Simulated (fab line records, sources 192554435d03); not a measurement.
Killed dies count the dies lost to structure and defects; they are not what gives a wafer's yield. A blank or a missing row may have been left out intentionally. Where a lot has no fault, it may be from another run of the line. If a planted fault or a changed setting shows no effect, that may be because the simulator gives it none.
A struck lot beside a sound one -- flow n5 finfet -- 14 steps out of a route of 1938
Sound: wafers L580.1, L580.2, L580.6. Struck: wafers L574.2, L574.4, L574.5. The cause is named last.
For every step that has rows: the tool of each side, followed by ch and its chambers, followed by its first start. Under that, the readings that differ: sound wafers -- struck wafers -- difference of the means -- sigmas: that difference in standard deviations of wafers without a fault.
alike: readings whose means differ by less than 2 such deviations, and words and numbers that are the same on both sides. not compared: withheld readings, readings that some wafer has no value for, bounds like >300 that may hide the same value, and numbers for which the record gives no deviation and whose values overlap.
Wherever a step has rows on one side only, a row that says differs or no value, or a row with sigmas, the two part there. Non-overlapping numbers with no deviation appear without sigmas and do not part them. A reading that every wafer of one side lacks parts them only if that side has two wafers or more.

N5_BEOL_M10_ETCH_61: etches SiARC in CF4, target depth 39 nm, time 65 s.
  sound on rie diel-06 ch 0,2, day 14 17:18; struck on rie diel-06 ch 0,1, day 13 04:28
  alike: drypump motor current A, etch rf on time s, oes product au, rf vpp V, showerhead plenum p Torr, throttle valve pct
  not compared: rf hours counter h
N5_BEOL_M10_ETCH_62: etches SOC in N2/H2, target depth 110 nm, overetch 22 nm, time 165 s.
  sound on rie diel-06 ch 0,2, day 14 17:21; struck on rie diel-06 ch 0,1, day 13 04:31
  alike: drypump motor current A, oes product au, rf vpp V, showerhead plenum p Torr, throttle valve pct
  not compared: rf hours counter h
then, 1 step without rows for these wafers: N5_BEOL_M10_STRIP_68 (strips in N2/H2).
N5_BEOL_M10_STRIP_67: strips in CF4.
  sound on rie diel-06 ch 0,2, day 14 17:30; struck on rie diel-06 ch 0,1, day 13 04:40
  alike: drypump motor current A, oes product au, rf vpp V, showerhead plenum p Torr, throttle valve pct
  not compared: rf hours counter h
N5_BEOL_M10_HM_OPEN_17: chemistry Cl2/BCl3, target TiN, target depth 20 nm, overetch 6 nm.
  sound on rie metal-01 ch 0,1, day 14 17:32; struck on rie metal-03 ch 0,1, day 13 04:43
  alike: bcl3 flow sccm, drypump motor current A, he backside leak sccm, oes product au, throttle valve pct
  not compared: rf hours counter h
N5_BEOL_M10_STRIP_19: strips in O2.
  sound on rie diel-02 ch 0,3, day 14 17:39; struck on rie diel-03 ch 1,2,3, day 13 04:49
reading,sound,struck,difference,sigmas
showerhead plenum p Torr (Torr),2.11 2.02 2.02,2.24 2.13 2.21,+0.14,+2
  alike: drypump motor current A, oes product au, rf vpp V, throttle valve pct
  not compared: rf hours counter h
N5_BEOL_M10_CD_MEAS_18: pitch 140 nm, target cd 70 nm.
  struck on cd sem-02, day 13 04:53; sound on cd sem-01, day 14 17:43
  alike: cd nm
then, 5 steps without rows for these wafers: N5_BEOL_M10_COAT_63 (time 60 s, resist thk 100 nm); N5_BEOL_M10_COAT_64 (time 60 s, resist thk 30 nm); N5_BEOL_M10_COAT_22 (resist thk 90 nm); N5_BEOL_M10_EBR_24; N5_BEOL_M10_SOFTBAKE_23 (time 60 s).
N5_BEOL_M10_EXPOSE_25: exposes mask V9.
  struck on arfi scanner-01, day 13 06:37; sound on arfi scanner-02 ch 0, day 14 19:19
  no value came back on the struck wafers for exposure dose mJ cm2, focus offset nm (nm); on the sound wafers exposure dose mJ cm2 reads 85.61 85.37 85.45
  alike: mask
then, 1 step without rows for these wafers: N5_BEOL_M10_PEB_26 (peb time 60 s).

## WHERE THEY PART
Last at N5_BEOL_M10_EXPOSE_25 as far as this record goes, first at N5_BEOL_M10_STRIP_19.

WHY: whatever the simulator had introduced
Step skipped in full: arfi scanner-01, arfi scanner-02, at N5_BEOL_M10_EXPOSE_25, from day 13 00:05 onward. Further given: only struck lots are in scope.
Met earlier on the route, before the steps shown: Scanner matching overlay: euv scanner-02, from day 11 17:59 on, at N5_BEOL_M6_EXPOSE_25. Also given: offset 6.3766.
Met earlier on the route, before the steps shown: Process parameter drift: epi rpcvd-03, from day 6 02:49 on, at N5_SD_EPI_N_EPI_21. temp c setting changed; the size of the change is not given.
